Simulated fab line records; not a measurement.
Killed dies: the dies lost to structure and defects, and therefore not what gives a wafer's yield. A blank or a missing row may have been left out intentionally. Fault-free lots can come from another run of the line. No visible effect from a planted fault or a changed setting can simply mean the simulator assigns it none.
The tool behind it: which one?    flow n5_finfet    Sampling: 11 lots, 30 wafers, 5 of 1938 route steps

WHAT THE GAUGES READ, wafer by wafer
N5_BEOL_M4_THK_MEAS_53: measures by xrf. Usual: M4_THK 41.4 nm, standard deviation 1.8.
lot   measured      on             M4_THK (nm)     flag
L148  day 8 17:22   film_metro-02  42.4 42.5 40.2  
L149  day 8 17:02   film_metro-01  43.0 41.4 39.2  
L150  day 9 11:53   film_metro-01  44.1 40.0       
L152  day 9 00:24   film_metro-01  44.5 43.9       
L157  day 11 09:32  film_metro-02  43.8 42.0 42.1  
L163  day 13 06:16  film_metro-01  37.4 39.3 43.4  
L164  day 13 09:59  film_metro-02  40.0 41.5 41.8  
L165  day 13 11:32  film_metro-02  41.4 39.7       
L166  day 13 18:47  film_metro-01  43.2 44.3 43.7  
L167  day 13 09:38  film_metro-02  42.9 42.7 43.9  
L170  day 14 21:29  film_metro-02  41.9 41.8 40.7  

N5_BEOL_M4_RC_MEAS_101. Usual: DIBL_N 36.5 mV/V, standard deviation 1.9; DIBL_P 36.4 mV/V, standard deviation 2.2; IOFF_N 0.17 nA/um, standard deviation 0.034; IOFF_P 0.21 nA/um, standard deviation 0.036; ION_N 678 uA/um, standard deviation 12; ION_P 462 uA/um, standard deviation 7.1; REXT_N 74.9 ohm.um, standard deviation 1.9; REXT_P 99.3 ohm.um, standard deviation 2.3; SS_N 71.7 mV/dec, standard deviation 0.61; SS_P 73.4 mV/dec, standard deviation 0.71; VT_N 249 mV, standard deviation 3.5; VT_P -251 mV, standard deviation 3; VT_P_LVT -98.7 mV, standard deviation 2.8.
lot   measured      on         DIBL_N (mV/V)   DIBL_P (mV/V)   IOFF_N (nA/um)  IOFF_P (nA/um)  ION_N (uA/um)  ION_P (uA/um)  REXT_N (ohm.um)  REXT_P (ohm.um)    SS_N (mV/dec)   SS_P (mV/dec)   VT_N (mV)    VT_P (mV)       VT_P_LVT (mV)         flag
L148  day 8 17:50   prober-01  37.7 36.6 37.5  37.9 37.3 37.5  0.21 0.18 0.19  0.25 0.23 0.23  689 679 683    467 465 461    74.9 74.2 73.9   101.6 100.8 101.4  72.5 71.9 72.7  74.7 74.8 73.5  244 248 246  -249 -250 -251  -95.1 -95.2 -96.8     
L149  day 8 17:21   prober-02  37.6 40.3 36.1  37.9 40.5 35.1  0.16 0.23 0.15  0.23 0.27 0.18  671 691 666    455 471 453    74.7 74.8 74.2   101.0 102.2 102.2  71.6 71.8 70.9  73.9 75.4 73.0  248 243 251  -250 -247 -253  -96.6 -92.9 -99.0     
L150  day 9 12:31   prober-02  39.2 39.5       39.0 38.4       0.22 0.22       0.23 0.24       689 677        462 464        74.8 74.5        100.5 99.8         72.0 72.4       74.0 73.7       246 245      -252 -252       -98.4 -96.3           
L152  day 9 01:02   prober-01  34.2 34.4       34.7 34.6       0.15 0.15       0.20 0.20       675 676        464 471        77.6 77.6        99.7 99.0          70.5 70.9       72.9 73.6       249 250      -249 -248       -94.0 -93.5           
L157  day 11 09:53  prober-01  38.7 37.5 36.0  38.9 38.0 35.6  0.20 0.18 0.14  0.23 0.21 0.17  692 691 664    470 467 457    75.9 75.3 75.4   98.2 98.2 98.9     72.4 72.1 71.6  74.4 73.2 73.2  244 249 254  -250 -252 -256  -97.5 -99.2 -101.8    
L163  day 13 06:35  prober-02  30.5 34.9 34.3  31.4 36.8 34.0  0.08 0.13 0.11  0.12 0.17 0.15  638 656 661    438 455 453    83.3 82.5 75.7   107.1 106.0 99.2   70.4 72.1 70.8  72.0 73.1 72.9  261 257 255  -258 -256 -255  -108.8 -105.0 -103.7  
L164  day 13 10:46  prober-02  36.8 39.3 32.7  35.1 38.0 30.8  0.16 0.19 0.10  0.19 0.25 0.12  683 680 645    464 468 433    75.8 77.7 82.6   97.1 98.6 109.0    71.6 72.0 71.2  73.5 74.0 72.7  249 248 257  -251 -248 -261  -98.8 -96.6 -107.8    
L165  day 13 11:59  prober-01  36.4 36.3       37.1 36.7       0.16 0.17       0.21 0.21       674 700        459 474        74.3 72.7        99.5 99.3          71.1 71.9       73.2 73.1       250 247      -251 -251       -98.2 -97.2           
L166  day 13 19:34  prober-01  33.3 33.8 35.5  34.4 34.5 36.3  0.14 0.12 0.16  0.16 0.16 0.19  686 662 674    462 455 456    74.8 76.1 75.0   97.7 97.3 96.0     72.0 71.7 71.9  72.5 73.3 73.9  250 254 250  -254 -253 -253  -103.1 -102.9 -100.5  
L167  day 13 10:07  prober-01  36.8 35.3 35.3  38.1 37.1 37.4  0.18 0.16 0.17  0.22 0.19 0.20  676 673 689    468 456 470    76.7 78.7 76.4   95.8 99.1 96.9     71.6 72.2 72.2  73.6 72.8 72.9  248 251 249  -252 -254 -252  -98.9 -100.4 -100.0   
L170  day 14 21:52  prober-01  33.3 37.5 36.8  33.5 38.2 36.7  0.13 0.19 0.18  0.15 0.21 0.20  663 677 680    460 459 460    76.1 74.9 74.8   98.6 97.0 98.0     71.1 72.0 71.3  72.2 73.9 73.4  250 248 244  -253 -250 -252  -103.1 -100.2 -100.0  

WHICH TOOL RAN EACH LOT (tool, then ch and the chambers of the sampled wafers, then the start)
lot   N5_SPACER0_ALD_08                 N5_BEOL_M4_ANNEAL_49          N5_BEOL_M4_ANNEAL_95
L148  ald_sin-02 ch 0,1,3, day 3 02:13  pvd_sputter-03, day 8 14:53   pvd_sputter-03, day 8 16:26
L149  ald_sin-03 ch 0,1,2, day 3 07:16  pvd_sputter-01, day 8 14:34   pvd_sputter-01, day 8 16:06
L150  ald_sin-04 ch 0,3, day 3 14:15    pvd_sputter-01, day 9 09:09   pvd_sputter-01, day 9 10:41
L152  ald_sin-04 ch 1,2, day 4 00:07    pvd_sputter-03, day 8 21:15   pvd_sputter-03, day 8 22:47
L157  ald_sin-02 ch 0,1, day 5 07:15    pvd_sputter-01, day 11 07:04  pvd_sputter-01, day 11 08:37
L163  ald_sin-03 ch 1,2,3, day 6 20:09  pvd_sputter-01, day 13 03:49  pvd_sputter-01, day 13 05:21
L164  ald_sin-03 ch 0,1,3, day 7 01:23  pvd_sputter-03, day 13 07:31  pvd_sputter-03, day 13 09:04
L165  ald_sin-02 ch 0,1, day 7 04:55    pvd_sputter-02, day 13 09:02  pvd_sputter-02, day 13 10:35
L166  ald_sin-04 ch 0,3, day 7 12:45    pvd_sputter-02, day 13 16:19  pvd_sputter-02, day 13 17:52
L167  ald_sin-04 ch 0,1, day 7 18:01    pvd_sputter-02, day 13 07:10  pvd_sputter-02, day 13 08:42
L170  ald_sin-02 ch 0,1, day 8 11:23    pvd_sputter-01, day 14 18:59  pvd_sputter-01, day 14 20:31
- N5_SPACER0_ALD_08: deposits SiNx, target thk 2 nm.
- N5_BEOL_M4_ANNEAL_49: time 240 s.
- N5_BEOL_M4_ANNEAL_95: time 240 s.

WHAT THE TOOLS THEMSELVES READ (means of the sampled wafers that have a number; where no wafer has one, the mark that the record gives instead)
N5_SPACER0_ALD_08. Usual: chamber_pressure_Torr 2.000 Torr, standard deviation 0.0045; heater_power_w 855 W, standard deviation 100.
lot   tool        chamber_pressure_Torr (Torr)  heater_power_w (W)  flag
L148  ald_sin-02  1.999                         796                 
L149  ald_sin-03  2.004                         856                 
L150  ald_sin-04  2.000                         898                 
L152  ald_sin-04  2.002                         822                 
L157  ald_sin-02  2.003                         795                 
L163  ald_sin-03  2.000                         816                 
L164  ald_sin-03  2.000                         826                 
L165  ald_sin-02  1.998                         814                 
L166  ald_sin-04  2.001                         900                 
L167  ald_sin-04  1.998                         853                 
L170  ald_sin-02  2.002                         809                 

N5_BEOL_M4_ANNEAL_49. Usual: 815 W for heater_power_w, sd 69.
lot   tool            heater_power_w (W)  flag
L148  pvd_sputter-03  833                 
L149  pvd_sputter-01  794                 
L150  pvd_sputter-01  818                 
L152  pvd_sputter-03  885                 
L157  pvd_sputter-01  742                 
L163  pvd_sputter-01  817                 
L164  pvd_sputter-03  846                 
L165  pvd_sputter-02  840                 
L166  pvd_sputter-02  828                 
L167  pvd_sputter-02  872                 
L170  pvd_sputter-01  750                 

N5_BEOL_M4_ANNEAL_95. Usual: 814 W for heater_power_w, sd 71.
lot   tool            heater_power_w (W)  flag
L148  pvd_sputter-03  831                 
L149  pvd_sputter-01  804                 
L150  pvd_sputter-01  832                 
L152  pvd_sputter-03  884                 
L157  pvd_sputter-01  748                 
L163  pvd_sputter-01  821                 
L164  pvd_sputter-03  845                 
L165  pvd_sputter-02  850                 
L166  pvd_sputter-02  829                 
L167  pvd_sputter-02  859                 
L170  pvd_sputter-01  742                 

THE ANSWER, worked out from the rows above alone
Rule: lot off if the mean of its wafers having a number is beyond 3 standard deviations from the usual mean. A lot without any number at a reading at which 4 lots or more have one is off too. Any other lot the step has rows for is counted as sound. After the gauges, taken in route order, come the tools' own readings; for these a lot's mean is taken, as printed above. The first step at which some lot is off is used, and at that step the reading that is off furthest; a lot without a number counts as furthest.
No lot is off on any of the readings shown, so nothing can be concluded from this.

WHAT THE SIMULATOR PUT IN
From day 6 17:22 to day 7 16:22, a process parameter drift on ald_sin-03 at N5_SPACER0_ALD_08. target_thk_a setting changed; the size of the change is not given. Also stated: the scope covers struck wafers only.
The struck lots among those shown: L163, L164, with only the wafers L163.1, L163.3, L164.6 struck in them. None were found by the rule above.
